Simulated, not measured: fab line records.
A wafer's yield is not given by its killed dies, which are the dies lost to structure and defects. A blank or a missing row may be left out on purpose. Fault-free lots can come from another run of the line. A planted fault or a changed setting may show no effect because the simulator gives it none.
Problem report in the 8D (eight disciplines) form, filled by code -- flow n5_finfet -- the parts of the form that need people (team, actions taken, sign-off) are left out

## 1. THE PROBLEM
Across 6 wafers from 2 lots, M14_OVL at N5_BEOL_M14_OVL_MEAS_29 averages 47 nm, while fault-free wafers read 2 nm with a standard deviation of 5.7. That is +8.0 standard deviations from the usual mean.
Earliest sighting: wafer L108.1 on overlay-01 at day 13 22:55. The record holds 33 wafers of 11 lots with a number at this step. Rule for "out", or "out of limits": more than 4 standard deviations from the usual mean. Any other wafer with a number is counted as sound.

## 2. WHAT THIS IS AND IS NOT
question,is,is not
which readings at this step,M14_OVL,-
which lots,"L108, L111","L102, L103, L104, L106, L117, L119, L120, L121, L122"
which wafers of those lots,all that have a number,-
read on which gauges,overlay-01,overlay-02
when,from day 13 22:55,"up to then (12 sound wafers); but 15 sound wafers of L117, L119, L120, L121, L122 came after"

## 3. WHAT RULES OUT EACH SUSPECT
Counting: a tool stays on the suspect list if, at a process step up to the reading, it processed all lots that are out and no sound lot following the first of them.
- the gauge at N5_BEOL_M14_OVL_MEAS_29: kept. All the wafers that are out were read on overlay-01, and no step on other tools shows them out.
- krf_scanner-02 at N5_BEOL_M14_EXPOSE_25 (exposes mask M14, target cd 280 nm): kept. It ran every lot that is out, first L108 (day 13 22:43), and no sound lot after that; its last sound lot up to then is L106 (day 12 23:28).
What counting leaves: krf_scanner-02 at N5_BEOL_M14_EXPOSE_25 and overlay-01 at N5_BEOL_M14_OVL_MEAS_29.

## 4. THE CAUSE (what the simulator had put in)
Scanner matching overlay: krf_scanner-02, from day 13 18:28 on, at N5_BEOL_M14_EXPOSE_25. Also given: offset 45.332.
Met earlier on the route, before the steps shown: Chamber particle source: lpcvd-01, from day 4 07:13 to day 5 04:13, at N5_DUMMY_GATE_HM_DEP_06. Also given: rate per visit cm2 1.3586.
2 suspects survive the count, and this tool is in that group.

## 5. THE CHAIN OF EFFECTS, in route order
Rows list readings where the struck wafers' mean (over those with a number) sits beyond 3 standard deviations from the usual. Only readings whose record carries a usual standard deviation are examined. hours: median over the lots of the time between each lot's start at the first step of this table that gives one and its start at this step. sigmas: the change, counted in usual standard deviations.
hours,step,reading,usual,on struck wafers,change,sigmas
0,N5_BEOL_M14_OVL_MEAS_29,M14_OVL,2 nm,47,+45,+8.0

## 6. WHAT WOULD HAVE CAUGHT IT SOONER
The first out-of-limits reading at a measuring or inspecting step in this record came at day 13 22:55, 4 hours after the fault's start at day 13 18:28.
Of the lots that are out (2), L111 began N5_BEOL_M14_EXPOSE_25 on krf_scanner-02 after day 13 22:55. A tool hold placed at that time would have kept it from harm.
